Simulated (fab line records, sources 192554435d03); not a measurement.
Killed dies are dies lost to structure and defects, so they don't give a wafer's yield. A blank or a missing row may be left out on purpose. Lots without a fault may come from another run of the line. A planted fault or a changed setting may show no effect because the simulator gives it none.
fab line records | flow n5_finfet
record lots=9 wafers=27 last_day=19
route steps=1938 shown BEOL_M5@1157 MIM_BOT_ETCH@1867 PASS1_CAP@1874 PASSIVATION@1928
lots that met no fault: from a run of the same line without faults
start_h: hours from the record's first day to the start of the lot's first wafer shown | wait_h: hours since the lot's step before | " the same as in the row above | L1.1+2: a row that stands for several wafers | - no value, or no start given | * or withheld: withheld | < > ~ a bound
route shown NAME@n: a module of which the file shows steps, and the number in the route of the first | usual: mean/standard deviation of fault-free wafers | same: alike in all rows | chamber/n: place in a boat | sites: the reading at each site | _std_site: their standard deviation | _edge_site: outer sites' mean less inner sites' | radius_mm: how far each site lies from the wafer's centre | mask NAME#n: copy n | behind: the tool/chamber that last shaped the wafer | hold: why the lot was held/for how many hours/how that ended | device: the transistor (n, p or np) that didn't switch | end of line: the same wafers' tests at the end of the route | a step without rows: its recipe alone | killed: dies lost to structure and defects at the first sort, not the wafer's yield | map: a wafer's dies, x killed, . not, _ none there
set.NAME: the setting as run; set.NAME@STEP: as run at that earlier step | model.NAME: the simulator's own value behind a step, which no gauge read
steps of the route over a sample of lots; a table a step, a row a wafer
services: from which hour (start_h, from the record's first day; less than 0 if before it) a tool's chamber was out of use, for how many hours, and why
## steps
# step N5_BEOL_M5_VIA_ETCH_34
# recipe chemistry=C4F6/O2 target=SiCOH_lowk target_depth_a=883 mask_material=SOC taper_deg=4 time_s=39.2 ion_energy_ev=250 pressure_mtorr=30 source_w=345 bias_w=185 Ar_flow_sccm=300 C4F6_flow_sccm=10 O2_flow_sccm=10
# usual drypump_motor_current_A=5.8/0.55 oes_product_au=0.77/0.069 rf_fwd_power_W=340.9/1.7 rf_vpp_V=664/13 showerhead_plenum_p_Torr=2.82/0.079 throttle_valve_pct=20.90/0.2
# columns lot.wafer tool chamber start_h wait_h drypump_motor_current_A oes_product_au rf_fwd_power_W rf_hours_counter_h rf_vpp_V showerhead_plenum_p_Torr throttle_valve_pct
L615.1 rie_diel-04 2 213.38 0.0 5.2 0.68 343.1 207 663 2.70 20.89
L615.3 " 1 " " 5.1 0.86 342.3 49 666 2.87 20.87
L615.5 " 2 " " 5.2 0.68 342.1 - 662 2.70 20.89
L620.1 rie_diel-06 3 239.27 0.0 5.0 0.71 339.9 172 681 2.85 21.04
L620.2 " 1 " " 6.0 0.69 339.7 212 663 2.92 21.12
L620.4 " 0 " " 6.5 0.88 341.4 31 661 2.89 20.73
L621.1 rie_diel-04 1 246.06 0.0 5.1 0.85 343.4 57 666 2.87 20.89
L621.3 " 0 " " 5.9 0.88 338.9 51 677 2.80 20.84
L621.4 " 2 " " 5.2 0.68 343.9 217 662 2.70 20.89
L622.2 rie_diel-06 0 247.00 0.0 6.5 0.89 342.2 32 660 2.89 20.71
L622.4 " 3 " " 4.9 0.72 337.3 173 681 2.85 21.03
L622.6 " 1 " " 6.0 0.70 341.7 - 662 2.92 21.14
L623.1 rie_diel-06 2 252.64 0.0 5.7 0.75 340.8 158 639 2.71 20.92
L623.4 " 3 " " 4.9 0.71 338.1 175 681 2.85 21.05
L623.6 " 2 " " 5.7 0.74 341.1 - 639 2.71 20.92
L628.3 rie_diel-04 2 278.65 0.0 5.2 0.67 345.3 225 662 2.69 20.90
L628.4 " 1 " " 5.1 0.84 341.1 66 667 2.86 20.90
L628.5 " 0 " " 6.0 0.88 339.5 - 677 2.79 20.83
L635.3 rie_diel-02 3 324.54 0.0 6.8 0.78 339.9 135 674 2.75 21.33
L635.4 " 2 " " 6.5 0.76 341.1 115 644 2.77 20.85
L635.5 " 1 " " 6.4 0.72 339.5 - 674 2.92 20.53
L634.2 rie_diel-04 0 324.93 0.0 6.0 0.85 337.4 75 678 2.78 20.87
L634.4 " 2 " " 5.2 0.66 341.3 241 662 2.69 20.93
L634.6 " 0 " " 6.0 0.86 339.2 - 676 2.78 20.87
L636.1 rie_diel-04 1 329.51 0.0 5.2 0.82 342.7 83 667 2.86 20.92
L636.3 " 0 " " 6.0 0.85 339.4 77 676 2.78 20.87
L636.4 " 3 " " 5.6 0.75 342.6 167 657 2.73 21.04
# step N5_MIM_BOT_ETCH_ETCH_03
# recipe chemistry=Cl2/BCl3 target_depth_a=120 pressure_mtorr=8 icp_w=800 bias_w=100 Cl2_flow_sccm=20 bcl3_flow_sccm=80
# usual drypump_motor_current_A=5.5/0.36 oes_product_au=0.79/0.13 rf_fwd_power_W=795.3/2.9 throttle_valve_pct=27.68/0.23
# columns lot.wafer tool chamber start_h wait_h drypump_motor_current_A oes_product_au rf_fwd_power_W rf_hours_counter_h throttle_valve_pct
L615.1 rie_metal-03 0 313.82 0.1 5.3 0.97 793.0 1 28.14
L615.3 " 0 " " 5.3 0.97 790.8 - 28.13
L615.5 " 0 " " 5.3 0.97 791.5 - 28.16
L622.2 rie_metal-03 0 337.59 0.1 5.3 0.94 791.9 2 28.13
L622.4 " 0 " " 5.3 0.95 796.2 - 28.14
L622.6 " 1 " " 6.0 0.76 790.8 - 27.55
L620.1 rie_metal-01 0 337.78 0.1 5.5 0.64 792.7 99 27.83
L620.2 " 0 " " 5.6 0.64 794.2 - 27.85
L620.4 " 0 " " 5.6 0.64 793.6 - 27.85
L621.1 rie_metal-02 0 338.12 0.1 6.0 0.97 795.4 1 27.79
L621.3 " 0 " " 6.0 0.98 794.9 - 27.79
L621.4 " 1 " " 5.1 0.66 795.8 - 27.47
L623.1 rie_metal-02 1 349.97 0.1 5.1 0.65 799.8 103 27.49
L623.4 " 0 " " 6.0 0.95 794.0 - 27.78
L623.6 " 1 " " 5.1 0.65 799.4 - 27.48
L628.3 rie_metal-03 0 373.25 0.1 5.3 0.91 792.1 - 28.15
L628.4 " 1 " " 6.0 0.77 790.9 - 27.54
L628.5 " 1 " " 6.0 0.75 788.0 - 27.57
L636.1 rie_metal-02 1 416.95 0.1 5.1 0.95 795.0 4 27.65
L636.3 " 1 " " 5.1 0.96 795.4 - 27.64
L636.4 " 0 " " 6.0 0.90 798.6 - 27.82
L635.3 rie_metal-02 1 427.46 0.1 5.1 0.95 799.3 - 27.66
L635.4 " 0 " " 6.0 0.89 798.5 - 27.80
L635.5 " 1 " " 5.1 0.94 800.7 - 27.67
L634.2 rie_metal-01 1 434.46 0.1 5.3 0.65 796.2 85 27.44
L634.4 " 0 " " 5.6 0.94 797.1 - 27.41
L634.6 " 0 " " 5.6 0.92 794.4 - 27.41
# step N5_PASSIVATION_PECVD_01
# recipe material=SiNx target_thk_a=2000 temp_c=400 precursor=SiH4/NH3/N2 pressure_torr=4.9 rf_w=1406 time_s=43.2
# usual heater_power_w=372/57 rf_fwd_power_W=1394/4.8 showerhead_plenum_p_Torr=8.65/0.08 throttle_valve_pct=29.1/1.6
# columns lot.wafer tool chamber start_h wait_h heater_power_w rf_fwd_power_W showerhead_plenum_p_Torr since_wet_clean_h throttle_valve_pct
L615.1 pecvd-04 0 314.99 0.0 458 1403 8.69 1381 29.7
L615.3 " 2 " " 402 1402 8.53 627 28.1
L615.5 " 1 " " 365 1395 8.70 - 30.1
L622.2 pecvd-04 1 338.35 0.0 307 1391 8.72 2130 30.5
L622.4 " 1 " " 310 1395 8.71 - 30.1
L622.6 " 0 " " 458 1396 8.68 - 29.4
L620.1 pecvd-01 0 338.76 0.0 334 1395 8.75 861 28.5
L620.2 " 2 " " 324 1393 8.73 107 26.3
L620.4 " 0 " " 341 1392 8.77 - 28.5
L621.1 pecvd-04 1 338.88 0.0 368 1393 8.69 2130 30.1
L621.3 " 0 " " 441 1392 8.70 1405 29.2
L621.4 " 0 " " 445 1394 8.70 - 29.4
L623.1 pecvd-04 1 350.74 0.0 283 1394 8.69 2142 30.5
L623.4 " 1 " " 296 1389 8.71 - 30.5
L623.6 " 0 " " 342 1387 8.69 - 29.4
L628.3 pecvd-04 2 374.09 0.0 405 1403 8.52 686 28.0
L628.4 " 2 " " 414 1404 8.52 - 28.2
L628.5 " 0 " " 453 1392 8.69 - 29.6
L636.1 pecvd-02 0 417.71 0.0 361 1400 8.73 1122 31.1
L636.3 " 2 " " 418 1397 8.57 368 28.8
L636.4 " 1 " " 338 1391 8.61 - 31.8
L635.3 pecvd-04 2 428.22 0.0 310 1404 8.54 740 28.0
L635.4 " 0 " " 337 1392 8.71 - 29.5
L635.5 " 2 " " 326 1398 8.54 - 28.4
L634.2 pecvd-04 2 435.23 0.0 317 1395 8.54 747 28.3
L634.4 " 0 " " 437 1399 8.68 - 29.3
L634.6 " 2 " " 329 1397 8.53 - 28.4
# step N5_PASSIVATION_DESCUM_46
# recipe chemistry=O2 time_s=7.9 source_power_w=50 bias_power_w=20 pressure_mtorr=20 rf_frequency_hz=2.712e+07 temp_c=40 o2_flow_sccm=225
# usual bias_power_w=20.00/0.061 drypump_motor_current_A=5.8/0.44 o2_flow_sccm=225.1/0.65 oes_product_au=0.81/0.057 rf_fwd_power_W=49.34/0.25 rf_vpp_V=243.4/1.7 showerhead_plenum_p_Torr=2.11/0.098 temp_c=40.02/0.11 throttle_valve_pct=20.45/0.27
# columns lot.wafer tool chamber start_h wait_h bias_power_w drypump_motor_current_A o2_flow_sccm oes_product_au rf_fwd_power_W rf_hours_counter_h rf_vpp_V showerhead_plenum_p_Torr temp_c throttle_valve_pct
L615.1 rie_diel-05 3 323.43 0.0 20.02 5.5 225.2 0.87 49.56 31 242.8 2.13 39.91 20.44
L615.3 " 2 " " 20.07 5.6 225.0 0.78 49.56 106 245.6 2.21 40.06 20.52
L615.5 " 2 " " 20.00 5.6 225.2 0.78 49.43 - 245.5 2.21 40.20 20.51
L622.2 rie_diel-05 0 343.00 0.0 19.95 5.5 224.5 0.73 49.31 170 242.2 1.93 40.04 20.88
L622.4 " 2 " " 19.94 5.6 225.0 0.77 49.75 114 244.4 2.21 39.95 20.51
L622.6 " 0 " " 19.87 5.5 225.2 0.73 49.29 - 239.8 1.93 39.87 20.89
L620.1 rie_diel-03 3 345.49 0.0 19.92 6.5 226.0 0.66 49.61 249 243.5 2.07 39.98 20.44
L620.2 " 1 " " 20.00 5.5 225.3 0.80 49.04 112 244.4 2.18 39.92 20.51
L620.4 " 2 " " 20.00 5.6 225.4 0.87 49.64 33 244.1 2.25 39.99 20.50
L621.1 rie_diel-03 3 346.08 0.1 20.14 6.5 225.3 0.67 49.44 249 242.6 2.07 40.13 20.46
L621.3 " 1 " " 20.01 5.4 224.8 0.80 48.84 112 242.9 2.18 40.06 20.50
L621.4 " 0 " " 20.05 5.7 225.5 0.86 49.03 50 245.2 2.21 39.95 20.08
L623.1 rie_diel-03 0 354.72 0.0 20.02 5.6 225.3 0.86 48.96 54 245.0 2.21 39.96 20.07
L623.4 " 1 " " 20.11 5.5 226.1 0.80 49.02 - 244.7 2.18 39.93 20.51
L623.6 " 2 " " 20.01 5.6 225.2 0.88 49.69 - 245.7 2.25 40.22 20.51
L628.3 rie_diel-01 3 381.22 0.0 19.87 6.5 225.9 0.78 49.49 111 244.9 2.21 40.06 20.81
L628.4 " 3 " " 19.98 6.5 225.0 0.78 49.45 - 245.9 2.21 40.05 20.82
L628.5 " 2 " " 19.94 5.1 224.0 0.81 49.23 - 241.5 2.01 40.06 20.14
L636.1 rie_diel-05 2 427.21 0.0 20.11 5.6 224.3 0.76 49.35 139 243.7 2.20 39.97 20.55
L636.3 " 1 " " 20.07 5.5 225.4 0.79 49.46 104 243.0 2.01 40.03 20.35
L636.4 " 0 " " 20.03 5.5 224.7 0.71 49.24 204 240.9 1.91 39.95 20.95
L635.3 rie_diel-05 0 435.12 0.0 19.99 5.5 224.4 0.71 49.05 206 240.5 1.91 40.10 20.94
L635.4 " 1 " " 19.85 5.5 224.9 0.78 49.11 106 242.6 2.01 39.98 20.37
L635.5 " 3 " " 20.08 5.5 224.4 0.81 49.43 - 243.4 2.12 40.05 20.50
L634.2 rie_diel-01 1 441.25 0.1 20.13 5.8 226.3 0.77 49.55 163 241.0 2.02 40.11 20.54
L634.4 " 1 " " 20.10 5.8 225.5 0.76 49.39 - 242.0 2.02 40.08 20.59
L634.6 " 3 " " 19.94 6.5 226.2 0.75 49.18 - 245.5 2.20 40.04 20.85
# step N5_PASSIVATION_PROBE_49
# usual defect_limited_yield=91.0/1.4 killed_at_M0_to_M3=33/11 killed_at_M4_up=14/5 killed_at_contacts=11/7.3 killed_at_front_end=43/12 killed_at_other=4/3.1 killed_dies=106/17 killed_on_rim=14/3.8 killed_open=69/13 killed_short=34/8.7 sort_bin_5_function=5.2/0.96 sort_bin_6_memory=3.3/0.66 sort_n_pass=1074/17 sort_yield_pct=91.0/1.4
# same gross_dies=1180 killed_at_back_side=0 sort_bin_4_leakage[%]=0 sort_bin_8_speed[%]=0
# columns lot.wafer tool chamber start_h wait_h defect_limited_yield[%] killed_at_M0_to_M3 killed_at_M4_up killed_at_contacts killed_at_front_end killed_at_other killed_dies killed_on_rim killed_open killed_short sort_bin_5_function[%] sort_bin_6_memory[%] sort_n_pass sort_yield_pct[%]
L636.1 prober-02 - 430.29 0.0 92.5 27 17 8 33 3 88 12 61 24 4.2 2.9 1092 92.5
L636.3 prober-02 - 430.39 0.1 85.8 48 79 1 39 0 167 38 60 41 6.9 4.5 1013 85.8
L636.4 prober-02 - 430.44 0.2 91.6 18 17 13 42 9 99 17 60 38 4.2 3.9 1081 91.6
L634.2 prober-01 - 444.63 0.1 88.5 34 67 4 28 3 136 31 48 31 6.0 3.3 1044 88.5
L634.4 prober-01 - 444.73 0.2 92.4 43 14 4 26 3 90 9 56 33 4.8 2.1 1090 92.4
L634.6 prober-01 - 444.83 0.3 85.3 41 74 14 35 9 173 30 79 35 7.5 5.1 1007 85.3
# killed by level:class
L636.1 BEOL_M4:geometric_particle:open=9 BEOL_M2:geometric_particle:open=8 STI_FIN_REVEAL:geometric_particle:open=6 DUMMY_GATE:geometric_particle:open=6 BEOL_M3:geometric_particle:open=6 MOL_CONTACT_COAG:geometric_particle:open=6 FIN_SAQP:geometric_particle:short=4 FIN_SAQP:geometric_particle:open=3
L636.3 BEOL_M5:unspecified=58 BEOL_M0_SAQP:geometric_particle:short=17 BEOL_M2:geometric_particle:open=14 DUMMY_GATE:geometric_particle:open=10 FIN_SAQP:geometric_particle:short=8 BEOL_M4:geometric_particle:open=8 BEOL_M0_SAQP:geometric_particle:open=7 FIN_SAQP:geometric_particle:open=5
L636.4 FIN_SAQP:geometric_particle:short=13 MOL_CONTACT_COAG:geometric_particle:open=11 BEOL_M4:geometric_particle:open=9 STI_FIN_REVEAL:geometric_particle:open=8 GATE_CUT:geometric_particle:short=6 STARTING-WAFER:geometric_particle:open=4 BEOL_M3:geometric_particle:open=4 BEOL_M4:geometric_particle:short=4
L634.2 BEOL_M5:unspecified=56 BEOL_M0_SAQP:geometric_particle:short=11 BEOL_M1:geometric_particle:open=11 STI_FIN_REVEAL:geometric_particle:open=6 BEOL_M0_SAQP:geometric_particle:open=5 STARTING-WAFER:geometric_particle:short=4 FIN_SAQP:geometric_particle:short=3 FIN_SAQP:geometric_particle:open=3
L634.4 BEOL_M0_SAQP:geometric_particle:short=9 BEOL_M0_SAQP:geometric_particle:open=8 BEOL_M1:geometric_particle:open=7 BEOL_M4:geometric_particle:open=7 BEOL_M2:geometric_particle:open=6 STI_FIN_REVEAL:geometric_particle:open=4 BEOL_M3:geometric_particle:open=4 FIN_SAQP:geometric_particle:short=3
L634.6 BEOL_M5:unspecified=59 BEOL_M0_SAQP:geometric_particle:open=13 MOL_CONTACT_COAG:geometric_particle:open=12 BEOL_M0_SAQP:geometric_particle:short=10 BEOL_M4:geometric_particle:open=9 FIN_SAQP:geometric_particle:open=7 STI_FIN_REVEAL:geometric_particle:open=7 GATE_CUT:geometric_particle:short=7
## services
# columns tool chamber start_h hours kind
rie_diel-05 0 191.10 10.4 repair
rie_diel-01 2 193.46 18.9 repair
rie_metal-03 - 194.96 0.5 repair
rie_diel-06 1 198.28 9.6 repair
rie_diel-03 2 206.92 7.6 repair
rie_diel-04 - 216.50 0.6 repair
pecvd-02 - 223.37 1.4 repair
rie_diel-04 1 232.09 5.6 repair
rie_metal-01 - 245.07 1.4 pm
rie_diel-03 - 255.51 15.6 pm
rie_diel-05 - 266.94 15.6 pm
rie_diel-01 - 288.94 2.8 pm
rie_diel-05 0 293.56 3.4 repair
rie_diel-06 3 296.14 2.1 repair
rie_metal-01 1 337.69 2.3 repair
rie_metal-02 1 360.25 1.3 repair
rie_diel-05 2 381.55 8.7 repair
rie_diel-01 2 385.76 11.6 repair
rie_metal-03 - 387.98 2.8 pm
rie_metal-01 0 412.07 5.0 repair
rie_metal-03 - 412.11 1.0 repair
rie_metal-02 - 417.16 1.4 pm
rie_diel-01 2 437.56 4.9 repair
pecvd-04 - 439.92 2.8 pm
## key
first_sign step=N5_PASSIVATION_PROBE_49 reading=killed_at_M4_up direction=up sigmas=12 usual=14 struck=73
effect step=N5_PASSIVATION_PROBE_49 reading=defect_limited_yield direction=down sigmas=3.1 usual=91.0 struck=86.6
more_kills_born_at N5_BEOL_M5_VIA_ETCH_34@rie_diel-04=173
met_at N5_BEOL_M5_VIA_ETCH_34
struck_lots L634,L636
struck_wafers L634.2,L634.6,L636.3
not_acting_at N5_MIM_BOT_ETCH_ETCH_03,N5_PASSIVATION_PECVD_01,N5_PASSIVATION_DESCUM_46
onset_between 278.65 324.93
fault kind=chamber_particle_source tool=rie_diel-04 chamber=0 onset_h=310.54 steps=N5_BEOL_M5_VIA_ETCH_34 rate_per_visit_cm2=1.9615 end_h=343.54
